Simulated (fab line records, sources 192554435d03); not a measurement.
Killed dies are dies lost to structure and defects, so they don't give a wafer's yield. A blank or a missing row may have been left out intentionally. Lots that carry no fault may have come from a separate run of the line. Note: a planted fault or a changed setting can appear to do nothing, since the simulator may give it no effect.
Which tool is to blame? / flow n5 finfet / 27 wafers from 9 lots sampled at 5 of the route's 1938 steps

WHAT THE GAUGES SHOWED, per wafer
N5_BEOL_M4_RC_MEAS_101.
lot=L558; measured=day 8 04:15; on=prober-01; DIBL_N (mV/V)=33.3 31.0 35.2; DIBL_P (mV/V)=34.5 32.4 38.2; IOFF_N (nA/um)=0.13 0.10 0.17; IOFF_P (nA/um)=0.18 0.16 0.25; ION_N (uA/um)=651 664 688; ION_P (uA/um)=451 467 481; SS_N (mV/dec)=70.5 70.0 70.3; SS_P (mV/dec)=73.0 72.4 73.1; VT_N (mV)=249 253 246; VT_P (mV)=-251 -251 -246
lot=L560; measured=day 8 07:59; on=prober-01; DIBL_N (mV/V)=33.2 37.2 36.4; DIBL_P (mV/V)=32.2 35.9 34.9; IOFF_N (nA/um)=0.12 0.19 0.16; IOFF_P (nA/um)=0.18 0.24 0.21; ION_N (uA/um)=673 680 650; ION_P (uA/um)=469 459 453; SS_N (mV/dec)=70.8 72.0 72.1; SS_P (mV/dec)=72.8 73.8 73.5; VT_N (mV)=252 247 252; VT_P (mV)=-250 -247 -248
lot=L561; measured=day 8 14:15; on=prober-02; DIBL_N (mV/V)=37.4 37.7 38.5; DIBL_P (mV/V)=38.2 37.8 39.6; IOFF_N (nA/um)=0.21 0.21 0.21; IOFF_P (nA/um)=0.25 0.24 0.27; ION_N (uA/um)=689 677 676; ION_P (uA/um)=473 462 464; SS_N (mV/dec)=72.0 71.7 71.7; SS_P (mV/dec)=73.7 74.5 74.2; VT_N (mV)=246 246 247; VT_P (mV)=-248 -248 -248
lot=L563; measured=day 9 04:11; on=prober-02; DIBL_N (mV/V)=34.8 33.5 35.7; DIBL_P (mV/V)=34.9 33.0 36.4; IOFF_N (nA/um)=0.17 0.13 0.19; IOFF_P (nA/um)=0.21 0.18 0.23; ION_N (uA/um)=677 674 686; ION_P (uA/um)=460 463 464; SS_N (mV/dec)=71.0 71.2 71.5; SS_P (mV/dec)=72.8 72.3 73.9; VT_N (mV)=250 253 247; VT_P (mV)=-250 -250 -249
lot=L567; measured=day 9 20:46; on=prober-02; DIBL_N (mV/V)=33.0 36.3 32.5; DIBL_P (mV/V)=34.0 37.1 33.9; IOFF_N (nA/um)=0.11 0.16 0.10; IOFF_P (nA/um)=0.16 0.20 0.16; ION_N (uA/um)=653 671 642; ION_P (uA/um)=447 453 447; SS_N (mV/dec)=71.5 72.5 70.7; SS_P (mV/dec)=72.6 73.0 72.7; VT_N (mV)=256 251 259; VT_P (mV)=-253 -250 -255
lot=L568; measured=day 10 11:07; on=prober-02; DIBL_N (mV/V)=34.3 30.9 33.7; DIBL_P (mV/V)=34.2 31.0 33.4; IOFF_N (nA/um)=0.13 0.09 0.12; IOFF_P (nA/um)=0.17 0.13 0.16; ION_N (uA/um)=663 653 652; ION_P (uA/um)=458 452 451; SS_N (mV/dec)=71.1 69.9 70.4; SS_P (mV/dec)=72.9 71.7 72.2; VT_N (mV)=251 259 254; VT_P (mV)=-251 -255 -253
lot=L574; measured=day 11 16:36; on=prober-02; DIBL_N (mV/V)=34.4 29.6 33.6; DIBL_P (mV/V)=35.0 28.2 33.9; IOFF_N (nA/um)=0.13 0.07 0.12; IOFF_P (nA/um)=0.22 0.13 0.20; ION_N (uA/um)=682 629 671; ION_P (uA/um)=480 446 471; SS_N (mV/dec)=71.5 69.8 70.3; SS_P (mV/dec)=72.7 70.5 72.4; VT_N (mV)=251 260 253; VT_P (mV)=-248 -255 -247
lot=L578; measured=day 12 18:19; on=prober-01; DIBL_N (mV/V)=31.2 35.9 32.0; DIBL_P (mV/V)=31.0 34.0 33.4; IOFF_N (nA/um)=0.07 0.13 0.08; IOFF_P (nA/um)=0.13 0.16 0.18; ION_N (uA/um)=635 634 628; ION_P (uA/um)=448 435 445; SS_N (mV/dec)=70.2 71.8 71.0; SS_P (mV/dec)=72.3 72.8 72.4; VT_N (mV)=263 257 260; VT_P (mV)=-256 -255 -252
lot=L579; measured=day 12 19:49; on=prober-02; DIBL_N (mV/V)=33.8 37.8 33.6; DIBL_P (mV/V)=35.2 39.5 34.3; IOFF_N (nA/um)=0.10 0.16 0.10; IOFF_P (nA/um)=0.16 0.23 0.16; ION_N (uA/um)=665 661 664; ION_P (uA/um)=462 454 458; SS_N (mV/dec)=71.1 72.3 72.0; SS_P (mV/dec)=72.1 73.1 72.7; VT_N (mV)=259 252 258; VT_P (mV)=-256 -250 -255

WHAT TOOL EACH LOT RAN ON (gives the tool, then ch and the chambers of the sampled wafers, and finally the start)
lot=L558; N5_MOL_CONTACT_COAG_ETCH_105=rie diel-05 ch 0,1, day 4 14:46; N5_MOL_CONTACT_COAG_ETCH_106=rie diel-05 ch 0,1, day 4 14:48; N5_MOL_CONTACT_COAG_ALD_20=ald metal-04 ch 2,3, day 4 16:10; N5_MOL_CONTACT_COAG_SIL_ANNEAL_21=rtp anneal-01 ch 0, day 4 16:44
lot=L560; N5_MOL_CONTACT_COAG_ETCH_105=rie diel-05 ch 0,1, day 5 04:25; N5_MOL_CONTACT_COAG_ETCH_106=rie diel-05 ch 0,1, day 5 04:27; N5_MOL_CONTACT_COAG_ALD_20=ald metal-03 ch 2,3, day 5 07:07; N5_MOL_CONTACT_COAG_SIL_ANNEAL_21=rtp anneal-01 ch 0, day 5 07:29
lot=L561; N5_MOL_CONTACT_COAG_ETCH_105=rie diel-03 ch 0,2,3, day 5 14:25; N5_MOL_CONTACT_COAG_ETCH_106=rie diel-03 ch 0,2,3, day 5 14:26; N5_MOL_CONTACT_COAG_ALD_20=ald metal-03 ch 1,2, day 5 15:34; N5_MOL_CONTACT_COAG_SIL_ANNEAL_21=rtp anneal-01 ch 0, day 5 16:02
lot=L563; N5_MOL_CONTACT_COAG_ETCH_105=rie diel-04 ch 0,3, day 5 21:59; N5_MOL_CONTACT_COAG_ETCH_106=rie diel-04 ch 0,3, day 5 22:00; N5_MOL_CONTACT_COAG_ALD_20=ald metal-03 ch 2,3, day 5 22:56; N5_MOL_CONTACT_COAG_SIL_ANNEAL_21=rtp anneal-02 ch 0, day 5 23:31
lot=L567; N5_MOL_CONTACT_COAG_ETCH_105=rie diel-04 ch 1,2,3, day 6 21:55; N5_MOL_CONTACT_COAG_ETCH_106=rie diel-04 ch 1,2,3, day 6 21:58; N5_MOL_CONTACT_COAG_ALD_20=ald metal-04 ch 0,1,3, day 6 23:05; N5_MOL_CONTACT_COAG_SIL_ANNEAL_21=rtp anneal-02 ch 0, day 6 23:22
lot=L568; N5_MOL_CONTACT_COAG_ETCH_105=rie diel-03 ch 0,1, day 7 02:45; N5_MOL_CONTACT_COAG_ETCH_106=rie diel-03 ch 0,1, day 7 02:46; N5_MOL_CONTACT_COAG_ALD_20=ald metal-03 ch 0,2,3, day 7 05:16; N5_MOL_CONTACT_COAG_SIL_ANNEAL_21=rtp anneal-01 ch 0, day 7 05:45
lot=L574; N5_MOL_CONTACT_COAG_ETCH_105=rie diel-05 ch 0,2, day 8 15:55; N5_MOL_CONTACT_COAG_ETCH_106=rie diel-05 ch 0,2, day 8 15:56; N5_MOL_CONTACT_COAG_ALD_20=ald metal-03 ch 1,3, day 8 16:50; N5_MOL_CONTACT_COAG_SIL_ANNEAL_21=rtp anneal-01 ch 0, day 8 17:13
lot=L578; N5_MOL_CONTACT_COAG_ETCH_105=rie diel-03 ch 0,2, day 9 16:41; N5_MOL_CONTACT_COAG_ETCH_106=rie diel-03 ch 0,2, day 9 16:43; N5_MOL_CONTACT_COAG_ALD_20=ald metal-02 ch 1,2, day 9 17:37; N5_MOL_CONTACT_COAG_SIL_ANNEAL_21=rtp anneal-02 ch 0, day 9 18:01
lot=L579; N5_MOL_CONTACT_COAG_ETCH_105=rie diel-03 ch 0,2,3, day 9 20:50; N5_MOL_CONTACT_COAG_ETCH_106=rie diel-03 ch 0,2,3, day 9 20:52; N5_MOL_CONTACT_COAG_ALD_20=ald metal-04 ch 0,1,3, day 9 22:08; N5_MOL_CONTACT_COAG_SIL_ANNEAL_21=rtp anneal-01 ch 0, day 9 22:32
- N5_MOL_CONTACT_COAG_ETCH_105: etches SiARC in CF4, target depth 15.6 nm, time 26 s.
- N5_MOL_CONTACT_COAG_ETCH_106: etches SOC in N2/H2, target depth 80 nm, overetch 16 nm, time 120 s.
- N5_MOL_CONTACT_COAG_ALD_20: deposits TiN, target thk 1.5 nm, pulse time 1 s, purge time 3 s.
- N5_MOL_CONTACT_COAG_SIL_ANNEAL_21: time 60 s.

WHAT THE TOOLS THEMSELVES READ (means of the sampled wafers that have a number; where no wafer has one, the mark that the record gives instead)
N5_MOL_CONTACT_COAG_ETCH_105.
lot=L558; tool=rie diel-05; bias w (W)=36.06; drypump motor current A (A)=6.2; etch rf on time s (s)=27.5; oes product au (a.u.)=0.56; rf fwd power W (W)=535.7; rf vpp V (V)=183.8; showerhead plenum p Torr (Torr)=2.04; throttle valve pct (%)=15.83
lot=L560; tool=rie diel-05; bias w (W)=35.99; drypump motor current A (A)=6.0; etch rf on time s (s)=27.4; oes product au (a.u.)=0.56; rf fwd power W (W)=533.4; rf vpp V (V)=183.1; showerhead plenum p Torr (Torr)=2.07; throttle valve pct (%)=15.78
lot=L561; tool=rie diel-03; bias w (W)=36.06; drypump motor current A (A)=5.3; etch rf on time s (s)=25.1; oes product au (a.u.)=0.72; rf fwd power W (W)=531.5; rf vpp V (V)=184.0; showerhead plenum p Torr (Torr)=2.16; throttle valve pct (%)=15.51
lot=L563; tool=rie diel-04; bias w (W)=36.08; drypump motor current A (A)=5.4; etch rf on time s (s)=25.4; oes product au (a.u.)=0.61; rf fwd power W (W)=532.3; rf vpp V (V)=184.3; showerhead plenum p Torr (Torr)=2.12; throttle valve pct (%)=15.54
lot=L567; tool=rie diel-04; bias w (W)=35.96; drypump motor current A (A)=5.4; etch rf on time s (s)=26.3; oes product au (a.u.)=0.61; rf fwd power W (W)=532.8; rf vpp V (V)=183.1; showerhead plenum p Torr (Torr)=2.04; throttle valve pct (%)=15.80
lot=L568; tool=rie diel-03; bias w (W)=36.01; drypump motor current A (A)=5.7; etch rf on time s (s)=24.2; oes product au (a.u.)=0.75; rf fwd power W (W)=532.0; rf vpp V (V)=184.7; showerhead plenum p Torr (Torr)=2.21; throttle valve pct (%)=15.49
lot=L574; tool=rie diel-05; bias w (W)=35.94; drypump motor current A (A)=6.0; etch rf on time s (s)=25.9; oes product au (a.u.)=0.75; rf fwd power W (W)=535.0; rf vpp V (V)=183.5; showerhead plenum p Torr (Torr)=2.07; throttle valve pct (%)=15.33
lot=L578; tool=rie diel-03; bias w (W)=36.20; drypump motor current A (A)=5.3; etch rf on time s (s)=24.8; oes product au (a.u.)=0.70; rf fwd power W (W)=530.2; rf vpp V (V)=184.0; showerhead plenum p Torr (Torr)=2.13; throttle valve pct (%)=15.51
lot=L579; tool=rie diel-03; bias w (W)=35.97; drypump motor current A (A)=5.4; etch rf on time s (s)=24.9; oes product au (a.u.)=0.68; rf fwd power W (W)=529.8; rf vpp V (V)=183.4; showerhead plenum p Torr (Torr)=2.15; throttle valve pct (%)=15.58

N5_MOL_CONTACT_COAG_ETCH_106.
lot=L558; tool=rie diel-05; bias w (W)=150.2; drypump motor current A (A)=6.3; oes product au (a.u.)=0.61; rf fwd power W (W)=835.5; rf vpp V (V)=521; showerhead plenum p Torr (Torr)=2.42; temp c (C)=40.04; throttle valve pct (%)=17.89
lot=L560; tool=rie diel-05; bias w (W)=150.2; drypump motor current A (A)=6.0; oes product au (a.u.)=0.61; rf fwd power W (W)=836.2; rf vpp V (V)=522; showerhead plenum p Torr (Torr)=2.45; temp c (C)=40.11; throttle valve pct (%)=17.94
lot=L561; tool=rie diel-03; bias w (W)=149.9; drypump motor current A (A)=5.3; oes product au (a.u.)=0.73; rf fwd power W (W)=836.9; rf vpp V (V)=523; showerhead plenum p Torr (Torr)=2.56; temp c (C)=40.00; throttle valve pct (%)=17.67
lot=L563; tool=rie diel-04; bias w (W)=150.0; drypump motor current A (A)=5.4; oes product au (a.u.)=0.63; rf fwd power W (W)=837.7; rf vpp V (V)=524; showerhead plenum p Torr (Torr)=2.54; temp c (C)=40.03; throttle valve pct (%)=17.83
lot=L567; tool=rie diel-04; bias w (W)=149.6; drypump motor current A (A)=5.4; oes product au (a.u.)=0.64; rf fwd power W (W)=837.5; rf vpp V (V)=520; showerhead plenum p Torr (Torr)=2.41; temp c (C)=39.93; throttle valve pct (%)=18.00
lot=L568; tool=rie diel-03; bias w (W)=150.2; drypump motor current A (A)=5.7; oes product au (a.u.)=0.75; rf fwd power W (W)=838.2; rf vpp V (V)=526; showerhead plenum p Torr (Torr)=2.61; temp c (C)=39.99; throttle valve pct (%)=17.58
lot=L574; tool=rie diel-05; bias w (W)=150.3; drypump motor current A (A)=6.0; oes product au (a.u.)=0.79; rf fwd power W (W)=837.6; rf vpp V (V)=522; showerhead plenum p Torr (Torr)=2.47; temp c (C)=40.12; throttle valve pct (%)=17.62
lot=L578; tool=rie diel-03; bias w (W)=149.9; drypump motor current A (A)=5.3; oes product au (a.u.)=0.72; rf fwd power W (W)=833.8; rf vpp V (V)=524; showerhead plenum p Torr (Torr)=2.53; temp c (C)=39.93; throttle valve pct (%)=17.67
lot=L579; tool=rie diel-03; bias w (W)=149.9; drypump motor current A (A)=5.4; oes product au (a.u.)=0.69; rf fwd power W (W)=837.6; rf vpp V (V)=524; showerhead plenum p Torr (Torr)=2.55; temp c (C)=40.09; throttle valve pct (%)=17.73

N5_MOL_CONTACT_COAG_ALD_20.
lot=L558; tool=ald metal-04; heater power w (W)=856; precursor pulse height rel=0.972
lot=L560; tool=ald metal-03; heater power w (W)=806; precursor pulse height rel=0.993
lot=L561; tool=ald metal-03; heater power w (W)=821; precursor pulse height rel=1.004
lot=L563; tool=ald metal-03; heater power w (W)=809; precursor pulse height rel=0.997
lot=L567; tool=ald metal-04; heater power w (W)=928; precursor pulse height rel=0.991
lot=L568; tool=ald metal-03; heater power w (W)=880; precursor pulse height rel=1.003
lot=L574; tool=ald metal-03; heater power w (W)=821; precursor pulse height rel=0.980
lot=L578; tool=ald metal-02; heater power w (W)=951; precursor pulse height rel=1.014
lot=L579; tool=ald metal-04; heater power w (W)=923; precursor pulse height rel=0.971

N5_MOL_CONTACT_COAG_SIL_ANNEAL_21.
lot=L558; tool=rtp anneal-01; lamp power pct (%)=8.9; lamp_zone_1_pct (%)=8.9; wafer_temp_C_max=552.4
lot=L560; tool=rtp anneal-01; lamp power pct (%)=8.9; lamp_zone_1_pct (%)=8.9; wafer_temp_C_max=552.0
lot=L561; tool=rtp anneal-01; lamp power pct (%)=8.9; lamp_zone_1_pct (%)=8.9; wafer_temp_C_max=552.2
lot=L563; tool=rtp anneal-02; lamp power pct (%)=6.2; lamp_zone_1_pct (%)=6.2; wafer_temp_C_max=552.9
lot=L567; tool=rtp anneal-02; lamp power pct (%)=6.2; lamp_zone_1_pct (%)=6.2; wafer_temp_C_max=552.9
lot=L568; tool=rtp anneal-01; lamp power pct (%)=8.9; lamp_zone_1_pct (%)=8.9; wafer_temp_C_max=552.3
lot=L574; tool=rtp anneal-01; lamp power pct (%)=8.9; lamp_zone_1_pct (%)=8.9; wafer_temp_C_max=552.3
lot=L578; tool=rtp anneal-02; lamp power pct (%)=6.2; lamp_zone_1_pct (%)=6.2; wafer_temp_C_max=552.5
lot=L579; tool=rtp anneal-01; lamp power pct (%)=8.9; lamp_zone_1_pct (%)=8.9; wafer_temp_C_max=552.2

THE ANSWER, worked out from the rows above alone
Rule: the usual values come from the lots themselves. Put in order of their means at a reading, lots are off if they are a third of the lots or fewer, leave a main group of 4 or more, and stand apart from it by a gap of 3 or more times the standard deviation of the main group's means; of several such gaps the widest counts. The tables above print the reading to a certain number of digits; a main group whose means all agree to those digits is not used. A lot without any number at a reading at which 4 lots or more have one is off too. The other lots that the step has rows for count as sound. The gauges are gone through in route order, then the tools' own readings, and for those a lot's mean is taken as printed above. At the first step where some lot is off, the reading lying furthest off is the one used; lots without a number count as furthest.
No lot is off on any of the readings shown, so nothing can be concluded from this.

WHAT WAS PUT IN BY THE SIMULATOR
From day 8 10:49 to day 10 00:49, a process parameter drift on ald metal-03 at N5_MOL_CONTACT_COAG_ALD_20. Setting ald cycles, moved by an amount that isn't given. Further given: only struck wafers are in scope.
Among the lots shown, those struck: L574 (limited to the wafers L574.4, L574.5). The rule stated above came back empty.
